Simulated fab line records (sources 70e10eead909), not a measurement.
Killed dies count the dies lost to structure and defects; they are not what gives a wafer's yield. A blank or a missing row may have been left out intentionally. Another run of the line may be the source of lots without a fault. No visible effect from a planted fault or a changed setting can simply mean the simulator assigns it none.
Matching of chambers	flow nandHarc	NHARC_P_M1_CMP_23 on cmp-03 has 4 sister chambers
The step polishes, t overpolish 20 s, target thk 157.82 nm. 8 wafers are shown with their chamber, then 7 later ones without.

== WAFERS, EACH WITH ITS CHAMBER ==
wafer	chamber	motorCurrentA (A)	slurryFilterDpKPa (kPa)
L078.1	3	12.6	13.77
L078.2	2	13.4	13.20
L087.1	1	14.1	13.48
L087.4	3	12.3	13.48
L089.3	2	12.5	13.55
L089.5	0	10.0	13.46
L090.1	0	9.7	13.45
L090.3	1	13.8	13.80

== WAFERS WITHOUT THEIR CHAMBER ==
wafer	motorCurrentA (A)	slurryFilterDpKPa (kPa)
L090.4	12.9	13.54
L093.2	13.6	13.58
L093.4	12.9	13.60
L093.6	13.8	13.48
L095.1	9.9	13.57
L095.2	12.9	13.46
L095.3	13.3	13.34

== WHICH CHAMBER EACH ONE RAN IN ==
wafer	from the rows above	in truth
L090.4	can't be placed: 2 or 3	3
L093.2	can't be placed: 1 or 2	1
L093.4	can't be placed: 2 or 3 or 1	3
L093.6	can't be placed: 1 or 2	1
L095.1	0	0
L095.2	can't be placed: 2 or 3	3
L095.3	can't be placed: 2 or 1 or 3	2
Correctly placed: 1 of 7. Can't be placed from these rows: 6 (the true chamber is among the candidates in 6). Wrongly placed: 0.
How it was worked out, from the rows above alone: a wafer's distance from a chamber is the root of the sum, over the readings, of the square of ((its reading less the chamber's mean) divided by the reading's scatter). The wafer belongs to the nearest chamber; if the next one is less than 2 further off, it can't be placed. A chamber's mean is the mean of its shown wafers. How the scatter is found: for the shown wafers, subtract from each reading the mean of its chamber, square and add these, divide the total by (wafers less chambers), then take the root.
